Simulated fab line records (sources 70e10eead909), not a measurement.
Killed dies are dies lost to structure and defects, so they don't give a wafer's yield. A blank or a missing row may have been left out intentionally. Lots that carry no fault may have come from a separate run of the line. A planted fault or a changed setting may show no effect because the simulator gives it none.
fab line records    flow nand_harc
record: lots: 13  wafers: 39  last_day: 24
route steps=1159 shown P_M0@284 P_M1@297 END@1159
lots untouched by any fault: they come from a run of this same line in which no faults occurred
start_h: hours from the record's opening day to when the first of the lot's shown wafers began    wait_h: how many hours have passed since the lot's step before this one    " repeats the value in the row above    L1.1+2: a row that stands for several wafers    - value missing, or start not given    * or withheld: withheld    < > ~ a bound
route shown NAME@n: names a module that has steps shown in the file, with the first one's number in the route    usual: mean and standard deviation over wafers with no fault    same: alike in all rows    chamber/n: place in a boat    sites: the reading at each site    _std_site: standard deviation across them    _edge_site: inner sites' mean taken away from outer sites' mean    radius_mm: how far each site lies from the wafer's centre    mask NAME#n: copy n    behind: the tool/chamber that last shaped the wafer    hold: why the lot went on hold/how many hours it stayed there/how the hold came to an end    device: the transistor (n, p or np) that didn't switch    end of line: at the end of the route, the tests of the same wafers    where a step has no rows: the recipe by itself    killed: the dies lost at the first sort to structure and to defects; this is not the yield of the wafer    map: a wafer's dies, x killed, . not, _ none there
set.NAME: the setting that was run; set.NAME@STEP: the one run at that earlier step    model.NAME: the simulator's own value behind a step, which no gauge read
one table for each step of the route and one row for each wafer, over a sample of lots
services: from which hour (start_h, from the record's first day; less than 0 if before it) a tool's chamber was out of use, for how many hours, and why
== steps ==
step: NHARC_P_M0_DEP_32
recipe: target_thk_a: 300  temp_c: 370  target_thk_nm: 30  pressure_torr: 3  flow_sccm: 200  rf_w: 450  material: SiCN
usual: heater_power_w: 606/97
lot.wafer  tool      chamber  start_h  wait_h  heater_power_w
L656.1     pecvd-02  2        128.39   0.1     698
L656.5     "         2        "        "       713
L656.6     "         0        "        "       520
L660.2     pecvd-04  1        143.14   0.1     801
L660.4     "         1        "        "       807
L660.5     "         2        "        "       705
L662.3     pecvd-01  0        155.90   0.1     617
L662.5     "         2        "        "       593
L662.6     "         0        "        "       650
L665.1     pecvd-01  1        169.57   0.1     590
L665.2     "         0        "        "       626
L665.5     "         0        "        "       615
L664.2     pecvd-01  0        170.67   0.1     567
L664.3     "         1        "        "       543
L664.6     "         2        "        "       555
L666.1     pecvd-02  1        191.36   0.1     642
L666.2     "         2        "        "       742
L666.5     "         0        "        "       490
L667.3     pecvd-04  2        194.21   0.1     635
L667.1     "         1        "        "       812
L667.4     "         0        "        "       428
L669.3     pecvd-04  0        194.55   0.1     449
L669.2     "         1        "        "       747
L669.1     "         2        "        "       687
L672.2     pecvd-02  0        211.19   0.1     499
L672.3     "         1        "        "       629
L672.6     "         2        "        "       634
L670.2     pecvd-04  1        211.66   0.1     812
L670.3     "         2        "        "       751
L670.6     "         0        "        "       487
L674.2     pecvd-01  2        224.50   0.1     538
L674.5     "         1        "        "       550
L674.4     "         2        "        "       533
L678.1     pecvd-01  1        258.95   0.1     517
L678.6     "         1        "        "       530
L678.4     "         2        "        "       533
L679.1     pecvd-04  1        259.29   0.1     769
L679.6     "         0        "        "       451
L679.4     "         2        "        "       642
step: NHARC_P_M1_INSPECT_11
usual: raw_defect_count: 3.7/2
lot.wafer  tool               chamber  start_h  wait_h  raw_defect_count
L656.1     defect_inspect-02  -        129.76   0.0     6
L656.5     "                  -        "        "       0
L656.6     "                  -        "        "       3
L660.2     defect_inspect-02  -        144.61   0.0     3
L660.4     "                  -        "        "       4
L660.5     "                  -        "        "       4
L662.3     defect_inspect-02  -        157.06   0.0     4
L662.5     "                  -        "        "       4
L662.6     "                  -        "        "       4
L665.1     defect_inspect-01  -        170.99   0.0     3
L665.2     "                  -        "        "       10
L665.5     "                  -        "        "       4
L664.2     defect_inspect-01  -        172.04   0.0     1
L664.3     "                  -        "        "       3
L664.6     "                  -        "        "       2
L666.1     defect_inspect-02  -        192.70   0.0     1
L666.2     "                  -        "        "       5
L666.5     "                  -        "        "       4
L667.1     defect_inspect-01  -        195.48   0.0     2
L667.3     "                  -        "        "       5
L667.4     "                  -        "        "       4
L669.1     defect_inspect-02  -        195.93   0.0     4
L669.2     "                  -        "        "       1
L669.3     "                  -        "        "       3
L672.2     defect_inspect-02  -        212.56   0.0     6
L672.3     "                  -        "        "       4
L672.6     "                  -        "        "       8
L670.2     defect_inspect-01  -        213.03   0.0     2
L670.3     "                  -        "        "       3
L670.6     "                  -        "        "       4
L674.2     defect_inspect-01  -        225.79   0.0     5
L674.4     "                  -        "        "       7
L674.5     "                  -        "        "       5
L678.1     defect_inspect-01  -        260.30   0.0     2
L678.4     "                  -        "        "       3
L678.6     "                  -        "        "       4
L679.1     defect_inspect-01  -        260.63   0.0     6
L679.4     "                  -        "        "       13
L679.6     "                  -        "        "       6
step: NHARC_P_M1_ETCH_15
recipe: target_depth_a: 1825  time_s: 91.2  c4f8_flow_sccm: withheld  ar_flow_sccm: 400  rf_w: 600  bias_w: 300  chemistry: C4F8/Ar
usual: bias_w: 300.1/0.94  chamber_pressure_mTorr: 25.001/0.022  oes_product_au: 0.952/0.021  rf_vpp_V: 441.2/2.2
lot.wafer  tool         chamber  start_h  wait_h  bias_w  chamber_pressure_mTorr  oes_product_au  rf_hours_counter_h  rf_vpp_V
L656.1     rie_diel-04  3        130.01   -       299.0   24.973                  0.968           0.3                 440.5
L656.5     "            1        "        "       299.6   25.005                  0.970           -                   442.4
L656.6     "            2        "        "       301.1   24.970                  0.956           -                   440.1
L660.2     rie_diel-04  1        144.85   -       302.8   25.040                  0.975           1.3                 441.5
L660.4     "            3        "        "       300.9   24.997                  0.968           1.5                 441.8
L660.5     "            2        "        "       299.7   25.032                  0.954           -                   438.3
L662.3     rie_diel-04  3        157.30   -       299.1   25.024                  0.963           2.0                 440.3
L662.5     "            2        "        "       300.4   25.014                  0.971           -                   439.4
L662.6     "            3        "        "       300.2   25.014                  0.963           -                   441.6
L665.1     rie_diel-03  0        171.40   -       300.7   25.001                  0.936           3.0                 441.1
L665.2     "            1        "        "       301.0   25.016                  0.930           3.1                 440.9
L665.5     "            2        "        "       300.4   25.025                  0.932           -                   441.3
L664.2     rie_diel-03  0        172.29   -       301.0   25.014                  0.923           3.1                 441.1
L664.3     "            1        "        "       300.0   25.000                  0.920           3.3                 442.3
L664.6     "            0        "        "       300.8   25.000                  0.939           -                   440.9
L666.2     rie_diel-04  0        192.94   -       299.8   24.988                  0.967           5.1                 440.6
L666.1     "            1        "        "       298.5   24.981                  0.964           5.0                 441.2
L666.5     "            0        "        "       299.0   25.018                  0.965           -                   441.7
L667.4     rie_diel-03  2        195.71   -       299.1   25.008                  0.936           3.8                 443.1
L667.3     "            0        "        "       299.0   25.000                  0.948           3.6                 439.5
L667.1     "            1        "        "       299.9   24.990                  0.928           3.7                 439.8
L669.1     rie_diel-05  2        196.16   -       300.1   24.996                  0.952           1.7                 437.4
L669.2     "            0        "        "       299.4   25.008                  0.973           1.6                 442.7
L669.3     "            1        "        "       301.0   25.018                  0.972           1.4                 442.2
L672.3     rie_diel-05  0        212.81   -       -       -                       -               -                   -
L672.2     "            2        "        "       -       -                       -               -                   -
L672.6     "            3        "        "       -       -                       -               -                   -
L670.2     rie_diel-05  2        213.27   -       -       -                       -               -                   -
L670.3     "            0        "        "       -       -                       -               -                   -
L670.6     "            3        "        "       -       -                       -               -                   -
L674.2     rie_diel-05  3        226.07   -       300.5   24.983                  0.961           4.3                 440.1
L674.4     "            1        "        "       299.4   24.998                  0.983           -                   440.8
L674.5     "            3        "        "       300.8   25.029                  0.962           -                   441.6
L678.1     rie_diel-05  3        260.54   -       300.5   24.993                  0.960           6.4                 440.3
L678.4     "            1        "        "       299.5   25.008                  0.977           5.3                 441.4
L678.6     "            3        "        "       300.9   25.007                  0.947           -                   440.9
L679.4     rie_diel-04  2        260.87   -       301.1   24.988                  0.922           10.6                439.3
L679.1     "            1        "        "       299.5   25.018                  0.926           10.2                440.0
L679.6     "            3        "        "       300.1   24.985                  0.925           -                   441.5
step: NHARC_P_M1_PRE_CLEAN_30
recipe: time_s: 30  temp_c: 280  gas: H2/He
usual: heater_power_w: 408/40
lot.wafer  tool            chamber  start_h  wait_h  heater_power_w
L656.1     pvd_sputter-02  -        -        -       356
L656.6     "               -        "        "       447
L656.5     "               -        "        "       373
L660.2     pvd_sputter-02  -        -        -       367
L660.4     "               -        "        "       354
L660.5     "               -        "        "       361
L662.3     pvd_sputter-03  -        -        -       354
L662.6     "               -        "        "       359
L662.5     "               -        "        "       460
L665.2     pvd_sputter-02  -        -        -       446
L665.1     "               -        "        "       382
L665.5     "               -        "        "       430
L664.3     pvd_sputter-02  -        -        -       364
L664.2     "               -        "        "       437
L664.6     "               -        "        "       364
L666.1     pvd_sputter-03  -        -        -       454
L666.2     "               -        "        "       443
L666.5     "               -        "        "       425
L667.1     pvd_sputter-02  -        -        -       383
L667.3     "               -        "        "       350
L667.4     "               -        "        "       443
L669.1     pvd_sputter-03  -        -        -       426
L669.3     "               -        "        "       444
L669.2     "               -        "        "       349
L672.3     pvd_sputter-01  -        -        -       468
L672.2     "               -        "        "       393
L672.6     "               -        "        "       431
L670.2     pvd_sputter-03  -        -        -       431
L670.3     "               -        "        "       357
L670.6     "               -        "        "       449
L674.4     pvd_sputter-01  -        -        -       424
L674.2     "               -        "        "       399
L674.5     "               -        "        "       399
L678.1     pvd_sputter-02  -        -        -       362
L678.4     "               -        "        "       340
L678.6     "               -        "        "       390
L679.4     pvd_sputter-01  -        -        -       414
L679.1     "               -        "        "       462
L679.6     "               -        "        "       397
step: NHARC_END_SORT_01
recipe: temp_c: 25
usual: defect_limited_yield: 95.4/1.7  killed_at_array: 28/11  killed_at_other: 0.6/0.85  killed_at_periphery: 2.8/2.3  killed_dies: 31/11  killed_open: 3.1/1.6  killed_short: 2.0/1.4  sort_bin_2_pct: 1.4/0.73  sort_bin_3_pct: 0.27/0.23  sort_bin_4_pct: 2.9/1.1  sort_n_pass: 646/11  sort_rim_yield_pct: 95/3.2  sort_yield_pct: 95.4/1.7
same: gross_dies: 677  sort_bin_5_pct[%]: 0  sort_bin_6_pct[%]: 0  sort_bin_7_pct[%]: 0  sort_bin_8_pct[%]: 0  sort_rim_n_gross: 106.00
lot.wafer  tool       chamber  start_h  wait_h  defect_limited_yield[%]  killed_at_array  killed_at_other  killed_at_periphery  killed_dies  killed_open  killed_short  sort_bin_2_pct[%]  sort_bin_3_pct[%]  sort_bin_4_pct[%]  sort_n_pass  sort_rim_yield_pct[%]  sort_yield_pct[%]
L656.1     prober-02  0        447.82   2.5     95.1                     30               0                3                    33           4            3             1.6                0.15               3.1                644          93                     95.1
L656.5     prober-02  0        450.92   3.6     95.6                     28               1                1                    30           2            1             1.5                0.44               2.5                647          93                     95.6
L656.6     prober-02  0        451.70   3.9     95.6                     30               0                0                    30           1            4             1.0                0.15               3.2                647          93                     95.6
L662.3     prober-02  0        469.62   3.1     97.6                     12               1                3                    16           4            3             0.7                0                  1.6                661          93                     97.6
L662.5     prober-02  0        471.22   3.7     97.3                     12               0                6                    18           5            0             0.3                0.30               2.1                659          98                     97.3
L662.6     prober-02  0        472.01   4.0     98.1                     11               1                1                    13           2            1             0.4                0.15               1.3                664          97                     98.1
L660.2     prober-02  0        480.40   2.8     94.1                     36               0                4                    40           5            4             1.9                0.59               3.4                637          91                     94.1
L660.4     prober-02  0        482.00   3.4     93.4                     43               0                2                    45           2            2             2.1                0.15               4.4                632          95                     93.4
L660.5     prober-02  0        482.79   3.7     95.1                     32               0                1                    33           2            2             1.0                0.30               3.5                644          92                     95.1
L665.1     prober-02  0        490.47   2.5     97.2                     14               0                5                    19           9            3             0.6                0.15               2.1                658          98                     97.2
L665.2     prober-02  0        491.25   2.8     96.6                     16               2                5                    23           7            4             0.7                0.30               2.4                654          100                    96.6
L665.5     prober-02  0        493.61   3.6     97.0                     15               0                5                    20           3            3             1.0                0.15               1.8                657          96                     97.0
L664.2     prober-01  0        491.16   2.7     94.1                     39               0                1                    40           3            2             2.7                0                  3.2                637          93                     94.1
L664.3     prober-01  0        491.95   3.0     95.0                     33               1                0                    34           4            3             1.8                0.15               3.1                643          92                     95.0
L664.6     prober-01  0        494.30   3.9     93.8                     42               0                0                    42           2            3             2.5                0.44               3.2                635          95                     93.8
L666.1     prober-01  0        515.53   2.5     96.8                     15               1                6                    22           3            0             0.1                0.15               3.0                655          99                     96.8
L666.2     prober-01  0        516.32   2.8     97.0                     18               0                2                    20           3            1             1.0                0                  1.9                657          93                     97.0
L666.5     prober-01  0        518.71   3.7     96.5                     21               2                1                    24           4            2             0.6                0.30               2.7                653          99                     96.5
L667.1     prober-02  0        515.55   2.5     96.0                     24               0                3                    27           1            2             0.9                0.15               3.0                650          95                     96.0
L667.3     prober-02  0        517.13   3.1     93.5                     43               0                1                    44           4            6             1.5                0.15               4.9                633          95                     93.5
L667.4     prober-02  0        517.92   3.4     95.0                     33               0                1                    34           3            2             1.8                0.15               3.1                643          96                     95.0
L669.1     prober-02  0        523.32   2.5     95.3                     31               0                1                    32           2            2             1.2                0.44               3.1                645          91                     95.3
L669.2     prober-02  0        524.12   2.8     92.8                     48               0                1                    49           3            4             1.8                0.59               4.9                628          97                     92.8
L669.3     prober-02  0        524.92   3.1     94.8                     33               0                2                    35           2            3             0.6                0.15               4.4                642          90                     94.8
L674.2     prober-02  0        532.55   2.8     92.3                     46               0                6                    52           4            2             1.5                1.03               5.2                625          85                     92.3
L674.4     prober-02  0        534.12   3.3     94.7                     28               0                8                    36           2            1             2.2                0.74               2.4                641          94                     94.7
L674.5     prober-02  0        534.90   3.6     94.4                     33               0                5                    38           5            3             2.7                0.59               2.4                639          88                     94.4
L670.2     prober-01  0        532.58   2.8     0                        23               0                654                  677          3            2             97.8               0.15               2.1                0            0                      0
L670.3     prober-01  0        533.38   3.1     0                        30               1                646                  677          2            0             96.3               0.30               3.4                0            0                      0
L670.6     prober-01  0        535.77   4.0     0                        20               1                656                  677          0            3             98.4               0.30               1.3                0            0                      0
L672.2     prober-01  0        544.60   2.8     0                        28               2                647                  677          2            2             96.0               0.15               3.8                0            0                      0
L672.3     prober-01  0        545.41   3.1     0                        38               0                639                  677          4            2             96.3               0.30               3.4                0            0                      0
L672.6     prober-01  0        547.82   4.0     0                        20               1                656                  677          3            3             97.5               0                  2.5                0            0                      0
L679.1     prober-01  0        572.83   2.5     94.4                     29               2                7                    38           4            3             1.5                0.30               3.8                639          92                     94.4
L679.4     prober-01  0        575.25   3.4     93.5                     30               1                13                   44           3            2             1.5                0                  5.0                633          88                     93.5
L679.6     prober-01  0        576.86   4.0     95.0                     27               3                4                    34           0            1             1.5                0.15               3.4                643          97                     95.0
L678.1     prober-02  0        574.92   2.5     94.8                     28               1                6                    35           4            2             1.6                0.15               3.4                642          93                     94.8
L678.4     prober-02  0        577.33   3.4     93.2                     38               0                8                    46           5            5             3.0                0.30               3.5                631          94                     93.2
L678.6     prober-02  0        578.94   4.0     95.4                     27               0                4                    31           1            5             1.0                0                  3.5                646          91                     95.4
killed by level:class
L656.1 A_CHANNEL_HOLE_D1:chamber_film_flake=13 A_SLIT:chamber_film_flake=5 A_CONTACT:chamber_film_flake=3 A_M1:chamber_film_flake=3 A_CONTACT:geometric_particle:short=2 P_GATE:geometric_particle:open=1 P_CONTACT:geometric_particle:open=1 A_CHANNEL_FILL_D1:geometric_particle:open=1
L656.5 A_CHANNEL_HOLE_D1:chamber_film_flake=13 A_SLIT:chamber_film_flake=8 A_CONTACT:chamber_film_flake=2 A_WL_FILL:geometric_particle:short=1 A_CONTACT:geometric_particle:open=1 A_BLC:geometric_particle:open=1 P_M1:chamber_film_flake=1 A_STAIRCASE:chamber_film_flake=1
L656.6 A_SLIT:chamber_film_flake=8 A_CONTACT:chamber_film_flake=7 A_CHANNEL_HOLE_D1:chamber_film_flake=6 A_STAIRCASE:chamber_film_flake=2 A_ONON_D1:geometric_particle:short=1 A_CHANNEL_FILL_D1:geometric_particle:short=1 A_SGD_CUT:geometric_particle:short=1 A_CONTACT:geometric_particle:open=1
L662.3 A_CHANNEL_HOLE_D1:chamber_film_flake=4 A_M1:geometric_particle:open=2 A_CONTACT:chamber_film_flake=2 P_GATE:geometric_particle:short=1 A_ONON_D1:geometric_particle:short=1 A_CONTACT:geometric_particle:open=1 A_BLC:geometric_particle:short=1 A_M0:geometric_particle:open=1
L662.5 A_STAIRCASE:chamber_film_flake=4 A_CHANNEL_HOLE_D1:chamber_film_flake=3 P_CONTACT:geometric_particle:open=2 P_GATE:chamber_film_flake=2 A_CONTACT:chamber_film_flake=2 P_M0:geometric_particle:open=1 P_M2:geometric_particle:open=1 A_CONTACT:geometric_particle:open=1
L662.6 A_STAIRCASE:chamber_film_flake=4 A_CHANNEL_HOLE_D1:chamber_film_flake=2 A_CONTACT:chamber_film_flake=2 P_CONTACT:geometric_particle:open=1 A_WL_FILL:geometric_particle:short=1 A_WL_FILL:geometric_particle:open=1 A_SLIT:chamber_film_flake=1 THIN_TSV:chamber_film_flake=1
L660.2 A_SLIT:chamber_film_flake=12 A_CHANNEL_HOLE_D1:chamber_film_flake=10 A_CONTACT:chamber_film_flake=4 A_STAIRCASE:chamber_film_flake=3 P_CONTACT:geometric_particle:open=2 P_GATE:chamber_film_flake=2 A_SOURCE_PLATE:geometric_particle:short=1 A_CHANNEL_FILL_D1:geometric_particle:short=1
L660.4 A_SLIT:chamber_film_flake=16 A_CHANNEL_HOLE_D1:chamber_film_flake=15 A_STAIRCASE:chamber_film_flake=4 A_CONTACT:chamber_film_flake=3 A_WL_FILL:geometric_particle:open=2 A_CHANNEL_HOLE_D1:geometric_particle:short=1 A_WL_FILL:geometric_particle:short=1 P_ZERO_WELL:chamber_film_flake=1
L660.5 A_CHANNEL_HOLE_D1:chamber_film_flake=14 A_SLIT:chamber_film_flake=9 A_CONTACT:chamber_film_flake=3 A_STAIRCASE:chamber_film_flake=2 A_CHANNEL_FILL_D1:geometric_particle:short=1 A_SGD_CUT:geometric_particle:open=1 A_SGD_CUT:geometric_particle:short=1 A_WL_FILL:geometric_particle:open=1
L665.1 A_STAIRCASE:chamber_film_flake=3 P_M2:geometric_particle:open=2 A_CONTACT:geometric_particle:open=2 A_ZERO_WELL:chamber_film_flake=2 P_M0:geometric_particle:short=1 P_M0:geometric_particle:open=1 P_M1:geometric_particle:open=1 A_ONON_D1:geometric_particle:short=1
L664.2 A_CHANNEL_HOLE_D1:chamber_film_flake=13 A_SLIT:chamber_film_flake=11 A_STAIRCASE:chamber_film_flake=8 A_CONTACT:chamber_film_flake=3 A_CONTACT:geometric_particle:open=2 P_STI:geometric_particle:open=1 A_ONON_D1:geometric_particle:short=1 A_WL_FILL:geometric_particle:short=1
L665.2 P_GATE:chamber_film_flake=3 THIN_TSV:chamber_film_flake=2 A_CONTACT:geometric_particle:open=2 A_BLC:geometric_particle:open=2 A_ZERO_WELL:chamber_film_flake=2 A_CHANNEL_FILL_D1:chamber_film_flake=2 P_GATE:geometric_particle:short=1 P_CONTACT:geometric_particle:open=1
L664.3 A_CHANNEL_HOLE_D1:chamber_film_flake=9 A_SLIT:chamber_film_flake=7 A_STAIRCASE:chamber_film_flake=6 A_CONTACT:chamber_film_flake=4 A_CONTACT:geometric_particle:open=2 A_CHANNEL_HOLE_D1:geometric_particle:short=1 A_CHANNEL_FILL_D1:geometric_particle:open=1 A_CHANNEL_FILL_D1:geometric_particle:short=1
L665.5 A_CHANNEL_HOLE_D1:chamber_film_flake=4 A_STAIRCASE:chamber_film_flake=3 A_CONTACT:chamber_film_flake=3 P_CONTACT:geometric_particle:open=1 P_M2:geometric_particle:open=1 A_ONON_D1:geometric_particle:open=1 A_ONON_D1:geometric_particle:short=1 A_CHANNEL_HOLE_D1:geometric_particle:short=1
L664.6 A_CHANNEL_HOLE_D1:chamber_film_flake=16 A_SLIT:chamber_film_flake=12 A_STAIRCASE:chamber_film_flake=9 A_WL_FILL:geometric_particle:short=2 A_WL_FILL:geometric_particle:open=2 A_ONON_D1:geometric_particle:short=1
L666.1 A_CHANNEL_HOLE_D1:chamber_film_flake=5 A_CONTACT:chamber_film_flake=5 P_M2:chamber_film_flake=4 A_STAIRCASE:chamber_film_flake=3 P_GATE:geometric_particle:open=1 P_M1:geometric_particle:open=1 A_ONON_D1:geometric_particle:open=1 A_SLIT:chamber_film_flake=1
L667.1 A_SLIT:chamber_film_flake=8 A_STAIRCASE:chamber_film_flake=7 A_CONTACT:chamber_film_flake=3 A_CHANNEL_HOLE_D1:chamber_film_flake=2 A_M1:chamber_film_flake=2 P_CONTACT:geometric_particle:open=1 A_WL_FILL:geometric_particle:short=1 A_M0:geometric_particle:short=1
L666.2 A_STAIRCASE:chamber_film_flake=6 A_CONTACT:chamber_film_flake=4 A_CHANNEL_HOLE_D1:chamber_film_flake=3 P_CONTACT:geometric_particle:open=1 A_CHANNEL_FILL_D1:geometric_particle:open=1 A_CHANNEL_FILL_D1:geometric_particle:short=1 A_M0:geometric_particle:open=1 P_M2:chamber_film_flake=1
L667.3 A_SLIT:chamber_film_flake=17 A_STAIRCASE:chamber_film_flake=7 A_CHANNEL_HOLE_D1:chamber_film_flake=5 A_CONTACT:chamber_film_flake=3 A_CHANNEL_FILL_D1:geometric_particle:open=2 A_CHANNEL_FILL_D1:geometric_particle:short=2 A_ONON_D1:geometric_particle:short=1 A_SGD_CUT:geometric_particle:open=1
L667.4 A_SLIT:chamber_film_flake=13 A_STAIRCASE:chamber_film_flake=8 A_CHANNEL_HOLE_D1:chamber_film_flake=5 A_CHANNEL_FILL_D1:geometric_particle:short=2 A_CONTACT:chamber_film_flake=2 A_ONON_D1:geometric_particle:open=1 A_CONTACT:geometric_particle:open=1 A_BLC:geometric_particle:open=1
L666.5 A_STAIRCASE:chamber_film_flake=5 A_CHANNEL_HOLE_D1:chamber_film_flake=4 A_CONTACT:chamber_film_flake=3 A_SGD_CUT:geometric_particle:open=2 A_WL_FILL:chamber_film_flake=2 A_CHANNEL_FILL_D1:geometric_particle:short=1 A_CONTACT:geometric_particle:short=1 A_CONTACT:geometric_particle:open=1
L669.1 A_CHANNEL_HOLE_D1:chamber_film_flake=11 A_SLIT:chamber_film_flake=9 A_CONTACT:chamber_film_flake=5 A_STAIRCASE:chamber_film_flake=2 A_ONON_D1:geometric_particle:short=1 A_CHANNEL_FILL_D1:geometric_particle:short=1 A_CONTACT:geometric_particle:open=1 A_M0:geometric_particle:open=1
L669.2 A_CHANNEL_HOLE_D1:chamber_film_flake=21 A_SLIT:chamber_film_flake=16 A_CONTACT:chamber_film_flake=4 A_CONTACT:geometric_particle:open=2 P_CONTACT:geometric_particle:short=1 A_ONON_D1:geometric_particle:open=1 A_CHANNEL_FILL_D1:geometric_particle:short=1 A_SGD_CUT:geometric_particle:short=1
L669.3 A_CHANNEL_HOLE_D1:chamber_film_flake=11 A_SLIT:chamber_film_flake=10 A_CONTACT:chamber_film_flake=4 A_WL_FILL:geometric_particle:short=3 A_STAIRCASE:chamber_film_flake=3 P_CONTACT:geometric_particle:open=1 A_SOURCE_PLATE:geometric_particle:open=1 P_M2:chamber_film_flake=1
L674.2 A_CHANNEL_HOLE_D1:chamber_film_flake=19 A_SLIT:chamber_film_flake=12 A_CONTACT:chamber_film_flake=8 P_ZERO_WELL:chamber_film_flake=4 A_WL_FILL:geometric_particle:open=3 P_M0:geometric_particle:short=1 A_CONTACT:geometric_particle:short=1 A_CONTACT:geometric_particle:open=1
L670.2 P_M1:area_etch=654 A_CHANNEL_HOLE_D1:chamber_film_flake=13 A_STAIRCASE:chamber_film_flake=4 A_ONON_D1:geometric_particle:open=2 A_M0:geometric_particle:short=2 A_BLC:geometric_particle:open=1 A_CONTACT:chamber_film_flake=1
L670.3 P_M1:area_etch=645 A_CHANNEL_HOLE_D1:chamber_film_flake=20 A_STAIRCASE:chamber_film_flake=6 A_CONTACT:chamber_film_flake=3 P_M0:geometric_particle:open=1 A_CONTACT:geometric_particle:open=1 THIN_TSV:chamber_film_flake=1
L674.4 A_SLIT:chamber_film_flake=13 A_CHANNEL_HOLE_D1:chamber_film_flake=11 P_ZERO_WELL:chamber_film_flake=5 A_CONTACT:chamber_film_flake=3 P_STI:geometric_particle:short=1 P_CONTACT:geometric_particle:open=1 A_M0:geometric_particle:open=1 P_STI:chamber_film_flake=1
L674.5 A_CHANNEL_HOLE_D1:chamber_film_flake=16 A_SLIT:chamber_film_flake=10 A_CONTACT:geometric_particle:open=2 P_STI:chamber_film_flake=2 A_CONTACT:chamber_film_flake=2 P_GATE:geometric_particle:open=1 P_GATE:geometric_particle:short=1 P_CONTACT:geometric_particle:open=1
L670.6 P_M1:area_etch=656 A_CHANNEL_HOLE_D1:chamber_film_flake=15 A_CHANNEL_FILL_D1:geometric_particle:short=1 A_M0:geometric_particle:short=1 STARTING-WAFER:geometric_particle:short=1 A_ZERO_WELL:chamber_film_flake=1 A_STAIRCASE:chamber_film_flake=1 A_CONTACT:chamber_film_flake=1
L672.2 P_M1:area_etch=641 A_SLIT:chamber_film_flake=16 A_CONTACT:chamber_film_flake=7 P_ZERO_WELL:chamber_film_flake=5 A_CHANNEL_HOLE_D1:chamber_film_flake=2 THIN_TSV:chamber_film_flake=2 P_M0:geometric_particle:open=1 A_ONON_D1:geometric_particle:short=1
L672.3 P_M1:area_etch=635 A_CONTACT:chamber_film_flake=14 A_SLIT:chamber_film_flake=11 A_CHANNEL_HOLE_D1:chamber_film_flake=4 P_ZERO_WELL:chamber_film_flake=3 A_STAIRCASE:chamber_film_flake=3 A_BLC:geometric_particle:open=2 P_M2:geometric_particle:open=1
L672.6 P_M1:area_etch=649 A_SLIT:chamber_film_flake=11 P_ZERO_WELL:chamber_film_flake=3 A_WL_FILL:geometric_particle:short=2 A_CHANNEL_HOLE_D1:chamber_film_flake=2 A_CONTACT:chamber_film_flake=2 P_CONTACT:geometric_particle:open=1 P_M2:geometric_particle:open=1
L679.1 A_SLIT:chamber_film_flake=16 P_STI:chamber_film_flake=3 A_CHANNEL_HOLE_D1:unspecified=3 A_WL_FILL:geometric_particle:short=2 P_GATE:chamber_film_flake=2 A_CHANNEL_HOLE_D1:chamber_film_flake=2 A_STAIRCASE:chamber_film_flake=2 A_CONTACT:chamber_film_flake=2
L678.1 A_SLIT:chamber_film_flake=14 A_CHANNEL_HOLE_D1:chamber_film_flake=7 A_BONDPAD:chamber_film_flake=3 P_GATE:geometric_particle:open=2 P_BONDPAD:chamber_film_flake=2 P_STI:geometric_particle:short=1 A_CHANNEL_HOLE_D1:geometric_particle:open=1 A_BLC:geometric_particle:short=1
L679.4 A_SLIT:chamber_film_flake=16 P_STI:chamber_film_flake=8 A_CHANNEL_HOLE_D1:unspecified=3 P_M0:geometric_particle:open=2 A_CHANNEL_HOLE_D1:chamber_film_flake=2 A_CHANNEL_FILL_D1:chamber_film_flake=2 A_CONTACT:chamber_film_flake=2 A_CHANNEL_HOLE_D1:geometric_particle:short=1
L679.6 A_SLIT:chamber_film_flake=23 P_STI:chamber_film_flake=3 THIN_TSV:chamber_film_flake=3 A_CHANNEL_HOLE_D1:unspecified=2 A_CONTACT:geometric_particle:short=1 P_GATE:chamber_film_flake=1 A_BONDPAD:chamber_film_flake=1
L678.4 A_SLIT:chamber_film_flake=17 A_CHANNEL_HOLE_D1:chamber_film_flake=7 A_WL_FILL:chamber_film_flake=3 A_BONDPAD:chamber_film_flake=3 A_SOURCE_PLATE:geometric_particle:short=2 P_BONDPAD:chamber_film_flake=2 P_GATE:geometric_particle:short=1 P_M0:geometric_particle:open=1
L678.6 A_SLIT:chamber_film_flake=18 A_CHANNEL_HOLE_D1:chamber_film_flake=4 A_CONTACT:chamber_film_flake=2 P_GATE:geometric_particle:short=1 P_CONTACT:geometric_particle:short=1 P_M1:geometric_particle:short=1 A_CHANNEL_FILL_D1:geometric_particle:short=1 A_CONTACT:geometric_particle:open=1
== services ==
tool            chamber  start_h  hours  kind
rie_diel-03     3        109.33   1.4    repair
rie_diel-04     -        111.90   9.0    pm
rie_diel-04     0        111.90   9.0    vent_cycle
rie_diel-04     1        111.90   9.0    vent_cycle
rie_diel-04     2        111.90   9.0    vent_cycle
rie_diel-04     3        111.90   9.0    vent_cycle
rie_diel-05     0        118.23   -      clean
rie_diel-05     1        118.23   -      clean
rie_diel-05     2        118.23   -      clean
pvd_sputter-03  -        144.15   2.6    repair
pecvd-02        -        153.01   13.0   pm
pvd_sputter-01  -        158.00   10.0   pm
rie_diel-05     -        163.60   9.0    pm
pvd_sputter-01  -        172.96   3.9    repair
rie_diel-03     1        184.57   1.3    repair
pecvd-04        -        195.00   13.0   pm
rie_diel-05     0        197.00   6.1    repair
pvd_sputter-02  -        203.59   1.1    repair
pvd_sputter-02  -        214.01   10.0   pm
rie_diel-03     -        215.30   9.0    pm
pecvd-04        -        222.64   4.0    repair
rie_diel-05     2        223.81   7.4    repair
rie_diel-04     0        233.78   8.4    repair
pecvd-01        -        237.10   13.0   pm
== key ==
first_sign: step: NHARC_P_M1_ETCH_15  reading: tool_record  direction: missing
effect: step: NHARC_END_SORT_01  reading: killed_at_periphery  direction: up  sigmas: 99+  usual: 2.8  struck: 649.7
more_kills_born_at: NHARC_P_M1_ETCH_15@rie_diel-05: 3880
met_at NHARC_P_M1_ETCH_15
struck_lots L670,L672
later_rows_left_out L670.2,L670.3,L670.6,L672.2,L672.3,L672.6
not_acting_at NHARC_P_M0_DEP_32,NHARC_P_M1_INSPECT_11,NHARC_P_M1_PRE_CLEAN_30
onset_between 196.16 212.81
fault: kind: skipped_step_whole  tool: rie_diel-05  chamber: -  onset_h: 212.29  steps: NHARC_P_M1_ETCH_15  scope: struck_lots_only
later_rows_left_out: the simulator's readings of these wafers behind a module that went badly wrong aren't trusted and aren't shown, but for the sort
